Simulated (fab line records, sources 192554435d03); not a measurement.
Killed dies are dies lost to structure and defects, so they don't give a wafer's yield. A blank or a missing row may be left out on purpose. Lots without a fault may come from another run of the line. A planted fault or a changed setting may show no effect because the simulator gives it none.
fab line records | flow n5_finfet
record lots=7 wafers=21
route steps=1938 shown ZERO_LAYER@16 WELL_APT@21 PMOS_HMC_CHANNEL_EPI@58 FIN_SAQP@100 FIN_CUT@160 SPACER0@259
start_h: hours from the record's first day to the start of the lot's first wafer shown | wait_h: hours since the lot's step before | " the same as in the row above | L1.1+2: a row that stands for several wafers | - no value, or no start given | * or withheld: withheld | < > ~ a bound
route shown NAME@n: a module of which the file shows steps, and the number in the route of the first | usual: mean/standard deviation of fault-free wafers | same: alike in all rows | chamber/n: place in a boat | sites: the reading at each site | _std_site: their standard deviation | _edge_site: outer sites' mean less inner sites' | radius_mm: how far each site lies from the wafer's centre | mask NAME#n: copy n | behind: the tool/chamber that last shaped the wafer | hold: why the lot was held/for how many hours/how that ended | device: the transistor (n, p or np) that didn't switch | end of line: the same wafers' tests at the end of the route | a step without rows: its recipe alone | killed: dies lost to structure and defects at the first sort, not the wafer's yield | map: a wafer's dies, x killed, . not, _ none there
set.NAME: the setting as run; set.NAME@STEP: as run at that earlier step | model.NAME: the simulator's own value behind a step, which no gauge read
lots whose settings were changed on purpose; a table a step, a row a wafer
## steps
# step N5_ZERO_LAYER_ETCH_18
# recipe chemistry=HBr/Cl2 target=Si target_depth_a=1200 time_s=40 pressure_mtorr=10 icp_w=800 bias_w=75 HBr_flow_sccm=150 Cl2_flow_sccm=80
# columns lot.wafer tool chamber start_h wait_h set.icp_w model.ZERO_LAYER.feature_depth_nm model.etch.depth_nm
L077.1 rie_si-02 1 30.79 0.0 800 121.5 121.5
L077.3 " 2 " " 800 122.7 122.7
L077.5 " 0 " " 800 117.2 117.2
L078.1 rie_si-03 3 36.79 0.0 670.4 111.5 111.5
L078.2 " 1 " " 670.4 111.6 111.6
L078.6 " 1 " " 800 120.4 120.4
L079.2 rie_si-03 2 42.88 0.0 800 120.5 120.5
L079.3 " 0 " " 800 116.9 116.9
L079.5 " 3 " " 680.5 110.1 110.1
L080.1 rie_si-03 3 48.80 0.0 894.3 126.6 126.6
L080.2 " 2 " " 800 120.5 120.5
L080.6 " 3 " " 800 119.2 119.2
L083.3 rie_si-01 0 66.81 0.0 800 118.2 118.2
L083.4 " 2 " " 800 119 119
L083.6 " 3 " " 800 119.6 119.6
L084.2 rie_si-01 3 73.03 0.0 915.2 128.8 128.8
L084.5 " 2 " " 800 120.3 120.3
L084.6 " 1 " " 915.2 129 129
L090.1 rie_si-03 2 108.91 0.0 800 120.9 120.9
L090.5 " 3 " " 800 118.7 118.7
L090.6 " 2 " " 800 120.1 120.1
# step N5_WELL_APT_COAT_02
# recipe spin_rpm=1357 resist_thk_nm=950
# columns lot.wafer tool chamber start_h wait_h set.spin_rpm model.coat_of_WELL_APT_COAT_02.thk_nm
L077.1 litho_track-04 0 - - 1357 950.5
L077.3 " 0 " " 1357 950.1
L077.5 " 0 " " 1509 899.5
L078.1 litho_track-04 0 - - 1357 951.3
L078.2 " 0 " " 1357 949.6
L078.6 " 0 " " 1497 903.2
L079.2 litho_track-02 0 - - 1357 952.9
L079.3 " 0 " " 1357 954.1
L079.5 " 0 " " 1357 952.1
L080.1 litho_track-02 0 - - 1357 951.6
L080.2 " 0 " " 1357 951.5
L080.6 " 0 " " 1238 996.9
L083.3 litho_track-04 0 - - 1357 953.1
L083.4 " 0 " " 1357 950.5
L083.6 " 0 " " 1357 951.5
L084.2 litho_track-02 0 - - 1429 926
L084.5 " 0 " " 1357 953.8
L084.6 " 0 " " 1357 956.9
L090.1 litho_track-04 0 - - 1464 913.8
L090.5 " 0 " " 1357 951.2
L090.6 " 0 " " 1357 954.7
# step N5_PMOS_HMC_CHANNEL_EPI_COAT_31
# recipe resist=BARC temp_c=205 time_s=60 spin_rpm=1500 resist_thk_nm=66
# columns lot.wafer tool chamber start_h wait_h set.spin_rpm model.BARC_of_PMOS_HMC_CHANNEL_EPI_COAT_31.thk_nm
L077.1 litho_track-03 0 35.75 0.1 1500 65.88
L077.3 " 0 " " 1500 65.83
L077.5 " 0 " " 1500 65.96
L078.1 litho_track-03 0 40.61 0.0 1500 65.85
L078.2 " 0 " " 1500 65.82
L078.6 " 0 " " 1500 66.03
L079.2 litho_track-05 0 46.66 0.0 1500 66.05
L079.3 " 0 " " 1636 63.35
L079.5 " 0 " " 1500 66.51
L080.1 litho_track-05 0 53.17 0.0 1500 65.75
L080.2 " 0 " " 1500 65.92
L080.6 " 0 " " 1500 65.85
L083.3 litho_track-03 0 70.93 0.0 1500 65.91
L083.4 " 0 " " 1500 65.78
L083.6 " 0 " " 1500 65.95
L084.2 litho_track-01 0 77.13 0.0 1421 67.43
L084.5 " 0 " " 1421 67.76
L084.6 " 0 " " 1500 65.97
L090.1 litho_track-05 0 112.98 0.0 1438 67.32
L090.5 " 0 " " 1438 67.39
L090.6 " 0 " " 1500 66.13
# step N5_PMOS_HMC_CHANNEL_EPI_COAT_03
# recipe resist=CAR-ArF-block spin_rpm=1500 resist_thk_nm=205
# columns lot.wafer tool chamber start_h wait_h set.spin_rpm model.CAR-ArF-block_of_PMOS_HMC_CHANNEL_EPI_COAT_03.thk_nm
L077.1 litho_track-03 0 - - 1500 205.9
L077.3 " 0 " " 1500 205.5
L077.5 " 0 " " 1655 196
L078.1 litho_track-03 0 - - 1500 204.8
L078.2 " 0 " " 1500 204.9
L078.6 " 0 " " 1500 205.5
L079.2 litho_track-05 0 - - 1398 212
L079.3 " 0 " " 1500 204.9
L079.5 " 0 " " 1398 212.5
L080.1 litho_track-05 0 - - 1500 205.3
L080.2 " 0 " " 1500 205
L080.6 " 0 " " 1500 205.4
L083.3 litho_track-03 0 - - 1500 205.2
L083.4 " 0 " " 1500 205.1
L083.6 " 0 " " 1500 205.7
L084.2 litho_track-01 0 - - 1500 205.7
L084.5 " 0 " " 1637 196.5
L084.6 " 0 " " 1500 205.8
L090.1 litho_track-05 0 - - 1500 205.8
L090.5 " 0 " " 1500 205.5
L090.6 " 0 " " 1615 198.1
# step N5_PMOS_HMC_CHANNEL_EPI_EBR_05
# recipe solvent=PGMEA ebr_width_mm=1.5
# step N5_PMOS_HMC_CHANNEL_EPI_SOFTBAKE_04
# recipe temp_c=110 time_s=60 resist=CAR-ArF-block
# step N5_PMOS_HMC_CHANNEL_EPI_DESCUM_14
# recipe chemistry=O2 time_s=7.9 source_power_w=50 bias_power_w=20 pressure_mtorr=20 rf_frequency_hz=2.712e+07 temp_c=40 resist=CAR-ArF-block o2_flow_sccm=225
# step N5_PMOS_HMC_CHANNEL_EPI_ETCH_32
# recipe chemistry=N2/H2 target=BARC stop_on=SiO2 target_depth_a=858 over_etch_frac=0.3 time_s=50.3 ion_energy_ev=200 mask_material=CAR-ArF-block pressure_mtorr=30 source_w=840 bias_w=150 n2_flow_sccm=200 h2_flow_sccm=200
# columns lot.wafer tool chamber start_h wait_h set.spin_rpm@PMOS_HMC_CHANNEL_EPI_COAT_31 set.spin_rpm@PMOS_HMC_CHANNEL_EPI_COAT_03 model.CAR-ArF-block_of_PMOS_HMC_CHANNEL_EPI_COAT_03.thk_nm model.etch.depth_nm
L077.1 rie_diel-02 0 36.28 0.0 1500 1500 134.8 65.88
L077.3 " 2 " " 1500 1500 133.1 65.83
L077.5 " 0 " " 1500 1655 125 65.96
L078.1 rie_diel-02 0 41.06 0.0 1500 1500 133 65.85
L078.2 " 1 " " 1500 1500 131.7 65.82
L078.6 " 0 " " 1500 1500 134 66.03
L079.2 rie_diel-04 2 47.06 0.0 1500 1398 138.6 66.05
L079.3 " 0 " " 1636 1500 133.1 63.35
L079.5 " 2 " " 1500 1398 138.8 66.51
L080.1 rie_diel-05 3 53.64 0.0 1500 1500 131.6 65.75
L080.2 " 2 " " 1500 1500 133.5 65.92
L080.6 " 2 " " 1500 1500 133.6 65.85
L083.3 rie_diel-05 0 71.41 0.0 1500 1500 131.8 65.91
L083.4 " 1 " " 1500 1500 134.5 65.78
L083.6 " 3 " " 1500 1500 131.9 65.95
L084.2 rie_diel-05 3 78.02 0.0 1421 1500 131.7 67.43
L084.5 " 3 " " 1421 1637 122.5 67.76
L084.6 " 2 " " 1500 1500 133.7 65.97
L090.1 rie_diel-05 1 113.56 0.0 1438 1500 135 67.32
L090.5 " 1 " " 1438 1500 134.5 67.39
L090.6 " 0 " " 1500 1615 124.8 66.13
# step N5_PMOS_HMC_CHANNEL_EPI_HM_OPEN_15
# recipe chemistry=CHF3/O2 target=SiO2 mask_material=CAR-ArF-block target_depth_a=406 CHF3_flow_sccm=50 O2_flow_sccm=5 Ar_flow_sccm=200 time_s=20.3 pressure_mtorr=30 source_w=650 bias_w=170 ion_energy_ev=200
# columns lot.wafer tool chamber start_h wait_h set.spin_rpm@PMOS_HMC_CHANNEL_EPI_COAT_03 model.CAR-ArF-block_of_PMOS_HMC_CHANNEL_EPI_COAT_03.thk_nm
L077.1 rie_diel-02 0 36.33 0.0 1500 94.08
L077.3 " 2 " " 1500 92.18
L077.5 " 0 " " 1655 84.2
L078.1 rie_diel-02 0 41.11 0.0 1500 92.76
L078.2 " 1 " " 1500 90.99
L078.6 " 0 " " 1500 93.92
L079.2 rie_diel-04 2 47.10 0.0 1398 98.32
L079.3 " 0 " " 1500 93.82
L079.5 " 2 " " 1398 98.49
L080.1 rie_diel-05 3 53.68 0.0 1500 89.82
L080.2 " 2 " " 1500 93.17
L080.6 " 2 " " 1500 93.32
L083.3 rie_diel-05 0 71.46 0.0 1500 91.86
L083.4 " 1 " " 1500 95.01
L083.6 " 3 " " 1500 90.98
L084.2 rie_diel-05 3 78.06 0.0 1500 90.4
L084.5 " 3 " " 1637 80.83
L084.6 " 2 " " 1500 93.78
L090.1 rie_diel-05 1 113.60 0.0 1500 95.19
L090.5 " 1 " " 1500 95
L090.6 " 0 " " 1615 84.24
# step N5_FIN_SAQP_PECVD_06
# recipe material=a-Si target_thk_a=600 temp_c=400 precursor=SiH4/He pressure_torr=3 rf_w=100 time_s=48.1
# columns lot.wafer tool chamber start_h wait_h set.time_s model.a-Si_of_FIN_SAQP_PECVD_06.thk_nm
L077.1 pecvd-02 1 39.98 0.0 44.11 54.72
L077.3 " 0 " " 48.1 60.13
L077.5 " 1 " " 48.1 60.35
L078.1 pecvd-01 1 44.57 0.0 48.1 58.95
L078.2 " 0 " " 48.1 58.39
L078.6 " 2 " " 48.1 60.16
L079.2 pecvd-02 1 50.56 0.0 48.1 60.43
L079.3 " 2 " " 46.12 56.49
L079.5 " 1 " " 46.12 58.71
L080.1 pecvd-01 2 57.15 0.0 48.1 60.42
L080.2 " 0 " " 51.3 63.54
L080.6 " 2 " " 48.1 60.84
L083.3 pecvd-03 2 75.70 0.0 48.1 60.93
L083.4 " 1 " " 48.1 61.46
L083.6 " 2 " " 48.1 61.58
L084.2 pecvd-03 1 81.81 0.0 48.1 58.93
L084.5 " 2 " " 48.1 59.26
L084.6 " 0 " " 48.1 60.1
L090.1 pecvd-02 2 117.91 0.0 48.1 57.98
L090.5 " 2 " " 48.1 58.28
L090.6 " 0 " " 48.1 59.84
# step N5_FIN_SAQP_THK_MEAS_07
# usual thk_nm=59.9/0.76
# columns lot.wafer tool chamber start_h wait_h set.time_s@FIN_SAQP_PECVD_06 thk_nm
L077.1 film_metro-01 - 40.09 0.1 44.11 54.7
L077.3 " - " " 48.1 60.1
L077.5 " - " " 48.1 60.4
L078.1 film_metro-01 - 44.66 0.1 48.1 58.9
L078.2 " - " " 48.1 58.3
L078.6 " - " " 48.1 60.1
L079.2 film_metro-02 - 50.65 0.1 48.1 60.5
L079.3 " - " " 46.12 56.5
L079.5 " - " " 46.12 58.7
L080.1 film_metro-01 - 57.24 0.1 48.1 60.4
L080.2 " - " " 51.3 63.5
L080.6 " - " " 48.1 60.8
L083.3 film_metro-01 - 75.79 0.1 48.1 61.0
L083.4 " - " " 48.1 61.4
L083.6 " - " " 48.1 61.6
L084.2 film_metro-01 - 81.90 0.1 48.1 58.9
L084.5 " - " " 48.1 59.3
L084.6 " - " " 48.1 60.1
L090.1 film_metro-02 - 117.99 0.1 48.1 58.0
L090.5 " - " " 48.1 58.3
L090.6 " - " " 48.1 59.9
# step N5_FIN_CUT_EXPOSE_05
# recipe mask_id=FIN_CUT na=0.33 source_shape=annular sigma_inner=0.35 sigma_outer=0.8 polarization=unpolarized dose_mj=45.75
# columns lot.wafer tool chamber start_h wait_h mask set.dose_mj
L077.1+3+5 euv_scanner-02 0 44.98 - FIN_CUT#0 45.75
L078.1+6 euv_scanner-01 0 50.63 - FIN_CUT#0 48.93
L078.2 " 0 " " FIN_CUT#0 45.75
L079.2+3 euv_scanner-01 0 55.63 - FIN_CUT#0 45.75
L079.5 " 0 " " FIN_CUT#0 42.8
L080.1+2 euv_scanner-02 0 63.27 - FIN_CUT#0 45.75
L080.6 " 0 " " FIN_CUT#0 46.81
L083.3+4+6 euv_scanner-02 0 82.11 - FIN_CUT#0 45.75
L084.2+6 euv_scanner-02 0 87.87 - FIN_CUT#0 45.75
L084.5 " 0 " " FIN_CUT#0 47.94
L090.1 euv_scanner-01 0 123.30 - FIN_CUT#0 48.36
L090.5+6 " 0 " " FIN_CUT#0 45.75
# step N5_FIN_CUT_PEB_06
# recipe peb_temp_c=100 peb_time_s=60 resist=CAR-EUV
# step N5_FIN_CUT_DEVELOP_07
# recipe develop_time_s=30 developer=TMAH resist=CAR-EUV rinse_liquid=surfactant_rinse dry=air_spin dev_temp_c=23
# step N5_FIN_CUT_CD_MEAS_08
# recipe target_cd_nm=29.1 landing_energy_ev=500 detector=se_inlens polarity=opening
# usual cd_nm=29.12/0.26
# columns lot.wafer tool chamber start_h wait_h set.dose_mj@FIN_CUT_EXPOSE_05 cd_nm
L077.1 cd_sem-03 0 45.11 - 45.75 29.00
L077.3 " 0 " " 45.75 28.98
L077.5 " 0 " " 45.75 29.36
L078.1 cd_sem-03 0 50.76 - 48.93 30.50
L078.2 " 0 " " 45.75 29.14
L078.6 " 0 " " 48.93 30.78
L079.2 cd_sem-01 0 55.76 - 45.75 28.83
L079.3 " 0 " " 45.75 29.05
L079.5 " 0 " " 42.8 28.00
L080.1 cd_sem-02 0 63.40 - 45.75 29.01
L080.2 " 0 " " 45.75 28.95
L080.6 " 0 " " 46.81 29.89
L083.3 cd_sem-02 0 82.23 - 45.75 28.89
L083.4 " 0 " " 45.75 28.71
L083.6 " 0 " " 45.75 29.36
L084.2 cd_sem-03 0 88.00 - 45.75 29.16
L084.5 " 0 " " 47.94 30.16
L084.6 " 0 " " 45.75 29.22
L090.1 cd_sem-02 0 123.44 - 48.36 30.12
L090.5 " 0 " " 45.75 29.59
L090.6 " 0 " " 45.75 29.51
# step N5_FIN_CUT_DESCUM_13
# recipe chemistry=O2 time_s=7 source_power_w=50 bias_power_w=20 pressure_mtorr=20 rf_frequency_hz=2.712e+07 temp_c=40 resist=CAR-EUV o2_flow_sccm=225
# step N5_FIN_CUT_ETCH_30
# recipe chemistry=N2/H2 target=underlayer target_depth_a=130 mask_material=CAR-EUV time_s=10.4 ion_energy_ev=200 pressure_mtorr=30 source_w=840 bias_w=150 n2_flow_sccm=200 h2_flow_sccm=200 ends=cleared
# columns lot.wafer tool chamber start_h wait_h set.dose_mj@FIN_CUT_EXPOSE_05 model.FIN_CUT.cd_offset_nm
L077.1 rie_diel-02 2 45.27 0.0 45.75 0.4
L077.3 " 1 " " 45.75 0
L077.5 " 1 " " 45.75 -0.2
L078.1 rie_diel-05 0 51.15 0.0 48.93 1.6
L078.2 " 2 " " 45.75 0.4
L078.6 " 1 " " 48.93 1.4
L079.2 rie_diel-02 3 55.91 0.0 45.75 -0.2
L079.3 " 2 " " 45.75 0.2
L079.5 " 1 " " 42.8 -1.2
L080.1+2 rie_diel-05 2,1 63.56 0.0 45.75 0.2
L080.6 " 3 " " 46.81 0.4
L083.3 rie_diel-04 2 82.38 0.0 45.75 0
L083.4 " 0 " " 45.75 -0.4
L083.6 " 2 " " 45.75 -0.2
L084.2 rie_diel-04 2 88.16 0.0 45.75 0
L084.5 " 3 " " 47.94 0.8
L084.6 " 2 " " 45.75 0.2
L090.1 rie_diel-04 2 123.60 0.0 48.36 1.2
L090.5 " 3 " " 45.75 0.4
L090.6 " 2 " " 45.75 0.2
# step N5_FIN_CUT_ETCH_20
# recipe chemistry=CF4 target=SiARC target_depth_a=260 mask_material=CAR-EUV time_s=43.3 ion_energy_ev=80 pressure_mtorr=40 source_w=545 bias_w=36 Ar_flow_sccm=100 cf4_flow_sccm=100 ends=cleared
# columns lot.wafer tool chamber start_h wait_h set.dose_mj@FIN_CUT_EXPOSE_05 model.FIN_CUT.cd_offset_nm
L077.1 rie_diel-02 2 45.29 0.0 45.75 0.2
L077.3+5 " 1 " " 45.75 0
L078.1+6 rie_diel-05 0,1 51.17 0.0 48.93 1.4
L078.2 " 2 " " 45.75 0.4
L079.2 rie_diel-02 3 55.93 0.0 45.75 -0.2
L079.3 " 2 " " 45.75 0
L079.5 " 1 " " 42.8 -1.2
L080.1 rie_diel-05 2 63.58 0.0 45.75 0.2
L080.2 " 1 " " 45.75 -0.2
L080.6 " 3 " " 46.81 0.2
L083.3+6 rie_diel-04 2 82.40 0.0 45.75 -0.2
L083.4 " 0 " " 45.75 -0.4
L084.2+6 rie_diel-04 2 88.17 0.0 45.75 0.2
L084.5 " 3 " " 47.94 0.8
L090.1 rie_diel-04 2 123.62 0.0 48.36 1.2
L090.5+6 " 3,2 " " 45.75 0.2
# step N5_SPACER0_ALD_00
# recipe material=SiOCN target_thk_a=35 temp_c=400 ald_precursor_family=alkyl-aminosilane ald_co_reactant=O2/N2-plasma pulse_time_s=3 purge_time_s=2 co_reactant_purge_time_s=2 ald_cycles=58 pressure_torr=2
# columns lot.wafer tool chamber start_h wait_h set.ald_cycles model.SiOCN_of_SPACER0_ALD_00.thk_nm
L077.1+3 ald_sin-04 0,1 66.16 0.1 52 3.2
L077.5 " 3 " " 58 3.4
L078.1+6 ald_sin-03 2 71.54 0.1 58 3.6
L078.2 " 0 " " 58 3.4
L079.2 ald_sin-02 0 75.71 0.1 58 3.4
L079.3+5 " 3,1 " " 65 4
L080.1 ald_sin-02 2 84.41 0.1 58 3.6
L080.2 " 1 " " 58 3.4
L080.6 " 0 " " 54 3.2
L083.3+4+6 ald_sin-03 3,1,1 109.81 0.1 58 3.4
L084.2+5 ald_sin-02 0 111.16 0.1 58 3.4
L084.6 " 3 " " 55 3.4
L090.1+6 ald_sin-03 2,1 144.38 0.1 65 4
L090.5 " 0 " " 58 3.4
## key
split step=N5_ZERO_LAYER_ETCH_18 setting=icp_w stated=800 by=wafer
response step=N5_ZERO_LAYER_ETCH_18 reading=model.ZERO_LAYER.feature_depth_nm change=+0.57 per=1% r=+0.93
response step=N5_ZERO_LAYER_ETCH_18 reading=model.etch.depth_nm change=+0.57 per=1% r=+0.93
split step=N5_WELL_APT_COAT_02 setting=spin_rpm stated=1357 by=wafer
response step=N5_WELL_APT_COAT_02 reading=model.coat_of_WELL_APT_COAT_02.thk_nm change=-4.81 per=1% r=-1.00
split step=N5_PMOS_HMC_CHANNEL_EPI_COAT_31 setting=spin_rpm stated=1500 by=wafer
response step=N5_PMOS_HMC_CHANNEL_EPI_COAT_31 reading=model.BARC_of_PMOS_HMC_CHANNEL_EPI_COAT_31.thk_nm change=-0.317 per=1% r=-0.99
response step=N5_PMOS_HMC_CHANNEL_EPI_ETCH_32 reading=model.etch.depth_nm change=-0.317 per=1% r=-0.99
split step=N5_PMOS_HMC_CHANNEL_EPI_COAT_03 setting=spin_rpm stated=1500 by=wafer
response step=N5_PMOS_HMC_CHANNEL_EPI_COAT_03 reading=model.CAR-ArF-block_of_PMOS_HMC_CHANNEL_EPI_COAT_03.thk_nm change=-0.992 per=1% r=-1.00
response step=N5_PMOS_HMC_CHANNEL_EPI_ETCH_32 reading=model.CAR-ArF-block_of_PMOS_HMC_CHANNEL_EPI_COAT_03.thk_nm change=-1.02 per=1% r=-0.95
response step=N5_PMOS_HMC_CHANNEL_EPI_HM_OPEN_15 reading=model.CAR-ArF-block_of_PMOS_HMC_CHANNEL_EPI_COAT_03.thk_nm change=-1.05 per=1% r=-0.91
split step=N5_FIN_SAQP_PECVD_06 setting=time_s stated=48.1 by=wafer
response step=N5_FIN_SAQP_PECVD_06 reading=model.a-Si_of_FIN_SAQP_PECVD_06.thk_nm change=+0.591 per=1% r=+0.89
response step=N5_FIN_SAQP_THK_MEAS_07 reading=thk_nm change=* per=1% r=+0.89
split step=N5_FIN_CUT_EXPOSE_05 setting=dose_mj stated=45.75 by=wafer
response step=N5_FIN_CUT_CD_MEAS_08 reading=cd_nm change=+0.176 per=1% r=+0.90
response step=N5_FIN_CUT_ETCH_30 reading=model.FIN_CUT.cd_offset_nm change=+0.161 per=1% r=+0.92
response step=N5_FIN_CUT_ETCH_20 reading=model.FIN_CUT.cd_offset_nm change=+0.153 per=1% r=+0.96
split step=N5_SPACER0_ALD_00 setting=ald_cycles stated=58 by=wafer
response step=N5_SPACER0_ALD_00 reading=model.SiOCN_of_SPACER0_ALD_00.thk_nm change=+0.0394 per=1% r=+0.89
